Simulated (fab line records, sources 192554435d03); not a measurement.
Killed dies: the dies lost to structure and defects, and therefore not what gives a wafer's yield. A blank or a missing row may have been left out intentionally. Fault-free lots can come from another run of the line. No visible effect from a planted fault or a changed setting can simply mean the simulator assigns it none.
fab line records | flow n5_finfet
[record] lots = 5 wafers = 15 last_day = 15
route steps=1938 shown HKMG_FIN@401 BEOL_M4@1111 PASSIVATION@1936
lots that met no fault: taken from a fault-free run of the same line
start_h: the number of hours between the record's first day and the start of the first shown wafer of the lot | wait_h: hours elapsed since this lot's preceding step | " same as the row above | L1.1+2: one row covering several wafers at once | - no value present, or no start provided | * or withheld: withheld | < > ~ a bound
route shown NAME@n: NAME is a module with steps in the file, n the number in the route of the first one | usual: mean and standard deviation over wafers with no fault | same: alike in all rows | chamber/n: place in a boat | sites: per-site readings | _std_site: standard deviation of those values | _edge_site: the outer-site mean with the inner-site mean subtracted | radius_mm: how far each site lies from the wafer's centre | mask NAME#n: copy n | behind: the last tool/chamber to shape the wafer | hold: why the lot went on hold/how many hours it stayed there/how the hold came to an end | device: which transistor (n, p or np) failed to switch | end of line: the same wafers' tests at the end of the route | a step given without rows: its recipe and nothing more | killed: at the first sort, the dies lost to defects and structure; wafer yield is something else | map: a wafer's dies, x killed, . not, _ none there
set.NAME: the setting as run; set.NAME@STEP: as run at that earlier step | model.NAME: the simulator's own value behind a step, which no gauge read
lots seen at some steps along the route; tables by step, rows by wafer
services: from which hour (start_h, from the record's first day; less than 0 if before it) a tool's chamber was out of use, for how many hours, and why
[[steps]]
[step N5_HKMG_FIN_DESCUM_53]
[recipe] chemistry = O2 time_s = 7.9 source_power_w = 50 bias_power_w = 20 pressure_mtorr = 20 rf_frequency_hz = 2.712e+07 temp_c = 40 resist = CAR-ArF o2_flow_sccm = 225
[step N5_HKMG_FIN_ETCH_54]
[recipe] chemistry = CF4 target = SiARC target_depth_a = 455 mask_material = CAR-ArF time_s = 75.8 ion_energy_ev = 80 pressure_mtorr = 40 source_w = 545 bias_w = 36 Ar_flow_sccm = 100 cf4_flow_sccm = 100 ends = cleared
[step N5_HKMG_FIN_ETCH_55]
[recipe] chemistry = N2/H2 target = SOC target_depth_a = 2400 temp_c = 40 time_s = 300 ion_energy_ev = 200 mask_material = SiARC pressure_mtorr = 30 source_w = 840 bias_w = 150 n2_flow_sccm = 200 h2_flow_sccm = 200
[step N5_HKMG_FIN_STRIP_56]
[recipe] chemistry = N2/H2 temp_c = 40 n2_flow_sccm = 200 h2_flow_sccm = 200 rf_frequency_hz = 6e+07
[step N5_HKMG_FIN_STRIP_57]
[recipe] chemistry = CF4 resist = SiARC power_w = 300 bias_power_w = 75 pressure_mtorr = 50 cf4_flow_sccm = 150 rf_frequency_hz = 6e+07
[step N5_HKMG_FIN_ETCH_58]
[recipe] chemistry = N2/H2 target = SOC target_depth_a = 2158 ion_energy_ev = 50 bias_w = 13 time_s = 741 pressure_mtorr = 30 source_w = 875 n2_flow_sccm = 200 h2_flow_sccm = 200
[step N5_HKMG_FIN_STRIP_93]
[recipe] chemistry = N2/H2 material = SOC time_s = 20 power_w = 500 temp_c = 40 pressure_mtorr = 50 rf_frequency_hz = 6e+07 bias_power_w = 8 h2_frac = 0.5 n2_flow_sccm = 300 h2_flow_sccm = 300
[step N5_HKMG_FIN_WET_ETCH_76]
[recipe] chemistry = dNH4OH mix = 1:50 temp_c = 25 target = Al2O3 stop_on = La2O3 target_depth_nm = 2.25 dry = ipa_marangoni rinse_time_s = 30 rinse_temp_c = 23
[step N5_HKMG_FIN_STRIP_60]
[recipe] chemistry = N2/H2 power_w = 2500 temp_c = 300 h2_frac = 0.65 time_s = 360 pressure_mtorr = withheld n2_flow_sccm = 1750 h2_flow_sccm = 3250
[step N5_HKMG_FIN_WET_ETCH_77]
[recipe] chemistry = dHCl mix = 1:10000 temp_c = 25 target = La2O3 stop_on = HfO2 target_depth_nm = 2
[step N5_HKMG_FIN_WET_ETCH_78]
[recipe] chemistry = dNH4OH mix = 1:50 temp_c = 25 target = Al2O3 stop_on = La2O3 target_depth_nm = 4.5 dry = ipa_marangoni rinse_time_s = 30 rinse_temp_c = 23
[step N5_HKMG_FIN_ALD_79]
[recipe] material = TiN target_thk_a = 15 temp_c = 400 ald_precursor_family = TiCl4 ald_co_reactant = NH3 pulse_time_s = 1 purge_time_s = 3 co_reactant_purge_time_s = 2 co_reactant_pulse_time_s = 2 ald_cycles = 68 pressure_torr = 3
[step N5_HKMG_FIN_CVD_62]
[recipe] material = a-Si target_thk_a = 30 temp_c = 500 precursor = Si2H6 pressure_torr = 1 time_s = 20.8
[usual] heater_power_w = 1423/130 susceptor_temp_C = 499.96/0.21
// columns lot.wafer tool chamber start_h wait_h heater_power_w susceptor_temp_C model.a-Si_of_HKMG_FIN_CVD_62.thk_nm
L106.1 thermal_cvd_si-02 0 96.94 0.2 1465 500.05 3
L106.2 " 2 " " 1233 499.95 3.2
L106.3 " 1 " " 1441 499.91 3
L108.2 thermal_cvd_si-02 1 110.13 0.2 1436 499.96 3
L108.5 " 2 " " 1049 468.93 1.4
L108.6 " 0 " " 1428 499.55 3
L110.1 thermal_cvd_si-02 2 125.34 0.2 1009 469.42 1.4
L110.3 " 0 " " 1457 500.39 3
L110.6 " 0 " " 1412 499.91 2.8
L112.2 thermal_cvd_si-02 0 133.40 0.2 1446 500.06 2.8
L112.3 " 1 " " 1467 499.88 2.8
L112.4 " 2 " " 1059 469.02 1.2
L119.2 thermal_cvd_si-01 1 175.04 0.2 1447 500.33 3
L119.3 " 0 " " 1550 500.49 3
L119.6 " 0 " " 1572 500.01 3
[step N5_HKMG_FIN_RTA_80]
[recipe] temp_c = withheld time_s = 2 ambient = N2 idle_temp_c = 600 ramp_up_c_per_s = 150 ramp_down_c_per_s = 60 cool_to_c = 600
[step N5_HKMG_FIN_PRECLEAN_64]
[recipe] chemistry = dHF time_s = 30 temp_c = 25 dilution = withheld
[step N5_HKMG_FIN_WET_ETCH_65]
[recipe] chemistry = TMAH temp_c = 70 conc_wt_pct = 5 target = a-Si stop_on = TiN time_s = 49 target_depth_nm = 3
[step N5_HKMG_FIN_WET_ETCH_81]
[recipe] chemistry = SC1 target = TiN stop_on = HfO2 mix = 1:1:5 temp_c = 60 time_s = 57 target_depth_nm = 6
[step N5_HKMG_FIN_WET_ETCH_82]
[recipe] chemistry = dHCl mix = 1:10000 temp_c = 25 target = La2O3 stop_on = HfO2 target_depth_nm = 2 dry = ipa_marangoni rinse_time_s = 30 rinse_temp_c = 23
[step N5_HKMG_FIN_ALD_36]
[recipe] material = TiN target_thk_a = 10 temp_c = 400 ald_precursor_family = TiCl4 ald_co_reactant = NH3 pulse_time_s = 1 purge_time_s = 3 co_reactant_purge_time_s = 2 co_reactant_pulse_time_s = 2 ald_cycles = 47 pressure_torr = 3
[step N5_HKMG_FIN_PWFM_ALD_03]
[recipe] material = TiN target_thk_a = 20 temp_c = 400 ald_precursor_family = TiCl4 ald_co_reactant = NH3 pulse_time_s = 1 purge_time_s = 3 co_reactant_purge_time_s = 2 co_reactant_pulse_time_s = 2 ald_cycles = 91 pressure_torr = 3
[step N5_HKMG_FIN_COAT_29]
[recipe] resist = SOC temp_c = 250 time_s = 60 spin_rpm = 1500 resist_thk_nm = 300
[step N5_HKMG_FIN_COAT_30]
[recipe] resist = SiARC temp_c = 220 time_s = 60 spin_rpm = 1500 resist_thk_nm = 35
[step N5_HKMG_FIN_COAT_06]
[recipe] resist = CAR-ArF spin_rpm = 1500 resist_thk_nm = 90
[step N5_HKMG_FIN_EBR_08]
[recipe] solvent = PGMEA ebr_width_mm = 1.5
[step N5_HKMG_FIN_SOFTBAKE_07]
[recipe] temp_c = 110 time_s = 60 resist = CAR-ArF
[step N5_HKMG_FIN_EXPOSE_09]
[recipe] mask_id = NWFM na = 1.35 source_shape = conventional sigma_outer = 0.8 polarization = unpolarized dose_mj = 39.25
[step N5_HKMG_FIN_PEB_10]
[recipe] peb_temp_c = withheld peb_time_s = 60 resist = CAR-ArF
[step N5_HKMG_FIN_DEVELOP_11]
[recipe] develop_time_s = 30 developer = TMAH resist = CAR-ArF dev_temp_c = 23 rinse_liquid = diw dry = air_spin
[step N5_HKMG_FIN_DESCUM_17]
[recipe] chemistry = O2 time_s = 7.9 source_power_w = 50 bias_power_w = 20 pressure_mtorr = 20 rf_frequency_hz = 2.712e+07 temp_c = 40 resist = CAR-ArF o2_flow_sccm = 225
[step N5_HKMG_FIN_ETCH_31]
[recipe] chemistry = CF4 target = SiARC target_depth_a = 455 mask_material = CAR-ArF time_s = 75.8 ion_energy_ev = 80 pressure_mtorr = 40 source_w = 545 bias_w = 36 Ar_flow_sccm = 100 cf4_flow_sccm = 100 ends = cleared
[step N5_HKMG_FIN_ETCH_32]
[recipe] chemistry = N2/H2 target = SOC target_depth_a = 2400 temp_c = 40 time_s = 300 ion_energy_ev = 200 mask_material = SiARC pressure_mtorr = 30 source_w = 840 bias_w = 150 n2_flow_sccm = 200 h2_flow_sccm = 200
[step N5_HKMG_FIN_STRIP_33]
[recipe] chemistry = N2/H2 temp_c = 40 n2_flow_sccm = 200 h2_flow_sccm = 200 rf_frequency_hz = 6e+07
[step N5_HKMG_FIN_STRIP_34]
[recipe] chemistry = CF4 resist = SiARC power_w = 300 bias_power_w = 75 pressure_mtorr = 50 cf4_flow_sccm = 150 rf_frequency_hz = 6e+07
[step N5_HKMG_FIN_ETCH_35]
[recipe] chemistry = N2/H2 target = SOC target_depth_a = 2158 ion_energy_ev = 65 bias_w = 5 source_w = 3000 time_s = 243.4 pressure_mtorr = 30 n2_flow_sccm = 200 h2_flow_sccm = 200
[step N5_HKMG_FIN_STRIP_92]
[recipe] chemistry = N2/H2 material = SOC time_s = 20 power_w = 500 temp_c = 40 pressure_mtorr = 50 rf_frequency_hz = 6e+07 bias_power_w = 8 h2_frac = 0.5 n2_flow_sccm = 300 h2_flow_sccm = 300
[step N5_HKMG_FIN_WET_ETCH_18]
[recipe] chemistry = SC1 target = TiN mix = 1:1:5 temp_c = * time_s = 55 target_depth_nm = 5.2 dry = ipa_marangoni rinse_time_s = 30 rinse_temp_c = 23
[step N5_HKMG_FIN_STRIP_19]
[recipe] chemistry = N2/H2 power_w = 2500 temp_c = 300 h2_frac = 0.65 time_s = 360 pressure_mtorr = withheld n2_flow_sccm = 1750 h2_flow_sccm = 3250
[step N5_HKMG_FIN_ALD_91]
[recipe] material = TiN target_thk_a = 10 temp_c = 400 ald_precursor_family = TiCl4 ald_co_reactant = NH3 pulse_time_s = 1 purge_time_s = 3 co_reactant_purge_time_s = 2 co_reactant_pulse_time_s = 2 ald_cycles = 47 pressure_torr = 3
[step N5_BEOL_M4_RC_MEAS_101]
[usual] DIBL_N = 36.4/1.4 DIBL_P = 36.3/1.8 EOT_N = 10.54/0.097 EOT_P = 10.50/0.09 IOFF_N = 0.163/0.024 IOFF_P = 0.21/0.034 ION_N = 673/11 ION_P = 461/7.4 SS_N = 71.6/0.52 SS_P = 73.3/0.58 VT_N = 249.4/2.5 VT_P = -250/3.5
// columns lot.wafer tool chamber start_h wait_h DIBL_N[mV/V] DIBL_P[mV/V] EOT_N EOT_P IOFF_N[nA/um] IOFF_P[nA/um] ION_N[uA/um] ION_P[uA/um] SS_N[mV/dec] SS_P[mV/dec] VT_N[mV] VT_P[mV]
L106.1 prober-02 0 191.89 0.0 38.0 37.4 10.63 10.53 0.181 0.27 675 467 72.0 73.6 246.9 -244
L106.2 " 0 " " 37.2 37.0 10.73 10.58 0.161 0.24 681 472 71.9 73.4 249.2 -246
L106.3 " 0 " " 37.8 37.5 10.75 10.56 0.179 0.27 684 478 72.3 73.7 246.0 -244
L108.2 prober-01 0 199.24 0.2 37.7 37.1 10.62 10.52 0.166 0.25 669 464 71.9 73.7 249.5 -245
L108.5 " 0 " " 39.5 38.3 10.81 10.81 0.196 0.31 671 470 72.1 73.5 249.6 -241
L108.6 " 0 " " 35.7 33.9 10.54 10.52 0.130 0.19 660 456 71.1 72.2 253.4 -252
L110.1 prober-02 0 212.28 0.0 35.8 37.2 10.87 10.78 0.157 0.25 660 463 71.7 73.7 249.5 -249
L110.3 " 0 " " 35.9 36.8 10.45 10.40 0.160 0.24 678 469 71.8 74.0 249.4 -247
L110.6 " 0 " " 35.7 36.5 10.48 10.45 0.161 0.23 669 465 72.0 73.3 250.6 -249
L112.2 prober-02 0 218.75 0.2 36.6 36.8 10.60 10.55 0.184 0.21 695 472 71.4 73.4 244.8 -251
L112.3 " 0 " " 36.4 36.9 10.55 10.54 0.178 0.22 694 471 71.0 73.2 248.3 -251
L112.4 " 0 " " 38.7 39.8 10.90 10.91 0.234 0.29 692 475 71.4 74.1 244.1 -245
L119.2 prober-01 0 266.76 0.2 35.9 36.8 10.55 10.49 0.161 0.21 685 467 71.5 73.3 248.3 -249
L119.3 " 0 " " 35.8 36.6 10.44 10.41 0.169 0.20 693 466 70.8 72.5 246.7 -248
L119.6 " 0 " " 35.4 35.5 10.39 10.40 0.153 0.19 673 458 70.7 72.3 248.1 -251
[step N5_PASSIVATION_PROBE_49]
[usual] defect_limited_yield = 91.4/1.6 killed_at_M0_to_M3 = 34/12 killed_at_M4_up = 13/5.2 killed_at_contacts = 11/5.5 killed_at_front_end = 40/13 killed_at_other = 3.4/2.7 killed_dies = 102/19 killed_open = 66/15 killed_short = 33/7.9 sort_bin_5_function = 5.1/1.1 sort_bin_6_memory = 3.2/0.7 sort_n_pass = 1078/19 sort_yield_pct = 91.4/1.6
[same] gross_dies = 1180 killed_at_back_side = 0 sort_bin_4_leakage[%] = 0 sort_bin_8_speed[%] = 0
// columns lot.wafer tool chamber start_h wait_h defect_limited_yield[%] killed_at_M0_to_M3 killed_at_M4_up killed_at_contacts killed_at_front_end killed_at_other killed_dies killed_open killed_short sort_bin_5_function[%] sort_bin_6_memory[%] sort_n_pass sort_yield_pct[%]
L112.4 prober-02 - 321.82 0.2 91.6 32 6 9 45 7 99 70 28 4.8 3.0 1081 91.6
// killed by level:class
L112.4 STI_FIN_REVEAL:geometric_particle:open=20 BEOL_M0_SAQP:geometric_particle:open=9 MOL_CONTACT_COAG:geometric_particle:open=8 BEOL_M0_SAQP:geometric_particle:short=8 BEOL_M2:geometric_particle:open=7 STARTING-WAFER:geometric_particle:open=6 FIN_SAQP:geometric_particle:short=5 FIN_SAQP:geometric_particle:open=5
[[services]]
// columns tool chamber start_h hours kind
thermal_cvd_si-01 1 89.73 42.1 repair
thermal_cvd_si-01 2 115.58 68.8 repair
[[key]]
[first_sign] step = N5_HKMG_FIN_CVD_62 reading = susceptor_temp_C direction = down sigmas = 99+ usual = * struck = *
[effect] step = N5_BEOL_M4_RC_MEAS_101 reading = EOT_P direction = up sigmas = 3.6 usual = 10.50 struck = 10.83
[effect] step = N5_BEOL_M4_RC_MEAS_101 reading = EOT_N direction = up sigmas = 3.3 usual = 10.54 struck = 10.86
[model_effect] step = N5_HKMG_FIN_CVD_62 value = a-Si_of_HKMG_FIN_CVD_62.thk_nm without = 3.133 struck = 1.333
met_at N5_HKMG_FIN_CVD_62
struck_wafers L108.5,L110.1,L112.4
onset_between 96.94 110.13
[fault] kind = process_parameter_drift tool = thermal_cvd_si-02 chamber = 2 onset_h = 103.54 steps = N5_HKMG_FIN_CVD_62 channel = temp_c offset = * shape = step end_h = 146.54 stated = *
